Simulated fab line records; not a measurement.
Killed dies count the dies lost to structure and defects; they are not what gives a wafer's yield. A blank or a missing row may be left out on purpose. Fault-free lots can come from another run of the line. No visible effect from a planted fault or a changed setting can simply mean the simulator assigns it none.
Chamber matching + flow n5-finfet + rie-diel-04 running N5_BEOL_M1_STRIP_66: 4 sister chambers
The step strips in CF4. 4 wafers are shown with their chamber, then 7 later ones without.

EACH WAFER AND ITS CHAMBER
| wafer  | chamber | drypump-motor-current-A (A) |
|--------|---------|-----------------------------|
| L082.3 | 1       | 5.3                         |
| L086.3 | 2       | 6.4                         |
| L088.1 | 3       | 5.7                         |
| L088.4 | 0       | 5.9                         |

WAFERS MISSING THEIR CHAMBER
| wafer  | drypump-motor-current-A (A) |
|--------|-----------------------------|
| L088.5 | 6.4                         |
| L095.2 | 5.4                         |
| L095.4 | 6.4                         |
| L095.6 | 5.9                         |
| L096.1 | 6.4                         |
| L096.5 | 6.4                         |
| L096.6 | 5.3                         |

EACH ONE'S CHAMBER
| wafer  | from the rows above | in truth |
|--------|---------------------|----------|
| L088.5 | 2                   | 2        |
| L095.2 | 1                   | 1        |
| L095.4 | 2                   | 2        |
| L095.6 | 0                   | 0        |
| L096.1 | 2                   | 2        |
| L096.5 | 2                   | 2        |
| L096.6 | 1                   | 1        |
7 of 7 placed correctly. Can't be placed from these rows: 0. Placed wrongly: 0.
How it was worked out, from the rows above alone: a wafer's distance from a chamber is the root of the sum, over the readings, of the square of ((its reading less the chamber's mean) divided by the reading's scatter). The wafer belongs to the nearest chamber; if the next one is less than 2 further off, it can't be placed. For every chamber, the mean is computed from those of its wafers that are shown. The scatter: root of mean squared gap, hidden wafer to nearest shown wafer, with one shown wafer a chamber.
